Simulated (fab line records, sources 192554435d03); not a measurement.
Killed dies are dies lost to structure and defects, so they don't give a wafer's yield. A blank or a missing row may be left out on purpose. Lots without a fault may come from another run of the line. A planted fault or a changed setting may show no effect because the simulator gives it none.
Split-lot experiment | flow n5_finfet | 7 lots, 39 wafers read, on a route of 1938 steps

THE SPLIT
At N5_PASSIVATION_ETCH_15 (etches SiCN in CF4/N2, target depth 75 nm, time 81.2 s), the setting target_depth_a was moved away from the recipe's 750 angstrom on 12 of the 39 wafers read, by -56.8% to +42.4%. The other wafers ran this setting at the recipe's value.

The reading is taken at the split's own step.

THE READING
etch.depth_nm (the simulator's own value, which no gauge read), in nm, at N5_PASSIVATION_ETCH_15 (etches SiCN in CF4/N2, target depth 75 nm, time 81.2 s). The file gives no usual value for it. The 27 wafers here that ran the recipe average 64.53 nm, standard deviation 2 nm.

wafer  | tool, chamber at the split | target_depth_a as run, angstrom | against the recipe | etch.depth_nm, nm | against lot-mates on the recipe
L075.1 | rie_diel-06, 3             | 750                             | recipe             | 61.76             | -
L075.2 | rie_diel-06, 1             | 750                             | recipe             | 63.22             | -
L075.3 | rie_diel-06, 0             | 750                             | recipe             | 64.42             | -
L075.4 | rie_diel-06, 2             | 750                             | recipe             | 67.37             | -
L075.5 | rie_diel-06, 1             | 750                             | recipe             | 63.32             | -
L075.6 | rie_diel-06, 0             | 750                             | recipe             | 64.26             | -
L076.1 | rie_diel-02, 3             | 750                             | recipe             | 64.63             | -
L076.2 | rie_diel-02, 2             | 324.3                           | -56.8%             | 27.83             | -37.63
L076.3 | rie_diel-02, 1             | 324.3                           | -56.8%             | 29.35             | -36.11
L076.4 | rie_diel-02, 0             | 750                             | recipe             | 63.78             | -
L076.5 | rie_diel-02, 0             | 324.3                           | -56.8%             | 27.73             | -37.73
L076.6 | rie_diel-02, 1             | 750                             | recipe             | 67.97             | -
L085.1 | rie_diel-06, 2             | 750                             | recipe             | 67.78             | -
L085.2 | rie_diel-06, 1             | 750                             | recipe             | 63.51             | -
L085.3 | rie_diel-06, 0             | 750                             | recipe             | 64.86             | -
L085.4 | rie_diel-06, 3             | 750                             | recipe             | 61.25             | -
L085.5 | rie_diel-06, 3             | 750                             | recipe             | 62.03             | -
L085.6 | rie_diel-06, 2             | 750                             | recipe             | 67.63             | -
L089.1 | rie_diel-06, 3             | 750                             | recipe             | 61.79             | -
L089.2 | rie_diel-06, 0             | 750                             | recipe             | 64.83             | -
L089.3 | rie_diel-06, 1             | 750                             | recipe             | 63.62             | -
L092.1 | rie_diel-06, 0             | 1068                            | +42.4%             | 92.23             | +27.14
L092.2 | rie_diel-06, 2             | 750                             | recipe             | 68.09             | -
L092.3 | rie_diel-06, 3             | 1068                            | +42.4%             | 89.47             | +24.38
L092.4 | rie_diel-06, 1             | 750                             | recipe             | 63.99             | -
L092.5 | rie_diel-06, 3             | 750                             | recipe             | 63.18             | -
L092.6 | rie_diel-06, 2             | 1068                            | +42.4%             | 97.02             | +31.93
L095.1 | rie_diel-06, 2             | 750                             | recipe             | 68.48             | -
L095.2 | rie_diel-06, 1             | 501.4                           | -33.1%             | 43.3              | -22.15
L095.3 | rie_diel-06, 0             | 750                             | recipe             | 64.82             | -
L095.4 | rie_diel-06, 3             | 750                             | recipe             | 63.04             | -
L095.5 | rie_diel-06, 2             | 501.4                           | -33.1%             | 46.07             | -19.38
L095.6 | rie_diel-06, 1             | 501.4                           | -33.1%             | 42.77             | -22.68
L097.1 | rie_diel-02, 1             | 1035                            | +38.0%             | 91.44             | +27.24
L097.2 | rie_diel-02, 3             | 1035                            | +38.0%             | 88.92             | +24.72
L097.3 | rie_diel-02, 2             | 1035                            | +38.0%             | 87.84             | +23.64
L097.4 | rie_diel-02, 0             | 750                             | recipe             | 63.7              | -
L097.5 | rie_diel-02, 3             | 750                             | recipe             | 64.54             | -
L097.6 | rie_diel-02, 2             | 750                             | recipe             | 64.35             | -

THE FIT
A straight line over all 39 wafers: etch.depth_nm changes by +0.646 nm for each +1% of target_depth_a; r = +0.99; the points scatter about the line by 2.1 nm.
The same after taking each lot's own level away (the mean of its wafers on the recipe; 39 wafers): +0.655 nm for each +1%; r = +0.99; scatter 2 nm.
On that fit, the largest move of target_depth_a shifts the reading by 37 nm.
The lots' own levels span 63.413 to 65.460 nm, that is 1.0 times the standard deviation above.
So the lot-to-lot level changes the slope little: the two slopes agree.
Check: with one of the wafers moved furthest among these (-56.8%) left out of the fit, the line predicts -37.1 nm for it against its lot-mates. It came out at -37.6 nm against them.

OTHER SPLITS ON THESE WAFERS
These wafers also went through other splits before the reading. Each is held against what the fit with the lots' levels taken away leaves over:
other split on the same wafers     | wafers away from the commonest value | r with etch.depth_nm (lot level and that fit taken away)
N5_BEOL_M8_ILD_DEP_00 target_thk_a | 12                                   | +0.01
N5_BEOL_M11_ILD_DEP_00 time_s      | 15                                   | +0.19

THE FILE'S OWN FIT
etch.depth_nm changes by +0.655 nm for each +1% of target_depth_a, r = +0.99.
